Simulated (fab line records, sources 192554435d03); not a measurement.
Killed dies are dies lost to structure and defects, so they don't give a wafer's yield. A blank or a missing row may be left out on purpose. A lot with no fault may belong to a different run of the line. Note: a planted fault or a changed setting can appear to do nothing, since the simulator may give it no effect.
8D (eight disciplines) problem report, filled in by code ; flow n5Finfet ; the parts of the form that need people (team, actions taken, sign-off) are left out

1. WHAT WENT WRONG
Mean of cathodeDcPowerW at N5_BEOL_M14_SPUTTER_43: 13188 W across 6 wafers in 2 lots; on wafers with no fault it is 15000 W (standard deviation 2.7). So: -99 or more standard deviations from the usual mean.
The step: material TaN, target thk 15 nm, time 24.19 s.
First observed at day 14 06:52: wafer L780.2, on pvdSputter-03. The record has a number at this step for 30 wafers belonging to 10 lots. By rule, "out" or "out of limits" means more than 4 standard deviations away from the usual mean. The rest of the wafers with a number are treated as sound.

2. WHAT THIS IS AND IS NOT
question;is;is not
which readings at this step;cathodeDcPowerW;throttleValvePct
which lots;L779, L780;L771, L772, L774, L781, L785, L786, L789, L791
which wafers of those lots;all that have a number;-
read on which tools;pvdSputter-03;pvdSputter-01, pvdSputter-02
when;from day 14 06:52;"up to then (9 sound wafers); but 15 sound wafers of L781, L785, L786, L789, L791 came after"

3. WHAT RULES OUT EACH SUSPECT
Counting: a tool at a process step up to the reading stays a suspect if it ran every lot that is out and no sound lot after the first of them.
- pvdSputter-03 at N5_BEOL_M14_SPUTTER_43 (material TaN, target thk 15 nm, time 24.19 s): ruled out as a lasting fault. Sound lots L791 ran on it after its first lot that is out, L780 (day 14 06:52).
Left after counting: nothing in the record.

4. THE CAUSE (what the simulator had put in)
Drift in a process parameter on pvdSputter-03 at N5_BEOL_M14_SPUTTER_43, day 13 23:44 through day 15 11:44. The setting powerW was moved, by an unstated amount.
Counting ruled it out, wrongly.

5. THE CHAIN OF EFFECTS, in route order
Each row: a reading where the mean over the struck wafers with a number is more than 3 standard deviations away from the usual. Only readings for which the record gives a usual standard deviation are gone through. hours: the time from each lot's start at the first step in this table that gives one to its start at this step, as a median over the lots. sigmas: the change in usual standard deviations.
hours;step;reading;usual;on struck wafers;change;sigmas
0;N5_BEOL_M14_SPUTTER_43;cathodeDcPowerW;15000 W;13188;-1812;-99 or more
Process steps it contains:
- N5_BEOL_M14_SPUTTER_43: material TaN, target thk 15 nm, time 24.19 s.

6. WHAT WOULD HAVE CAUGHT IT SOONER
In this record no reading fell out of limits until day 14 06:52, 7 hours after the fault had begun at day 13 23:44.
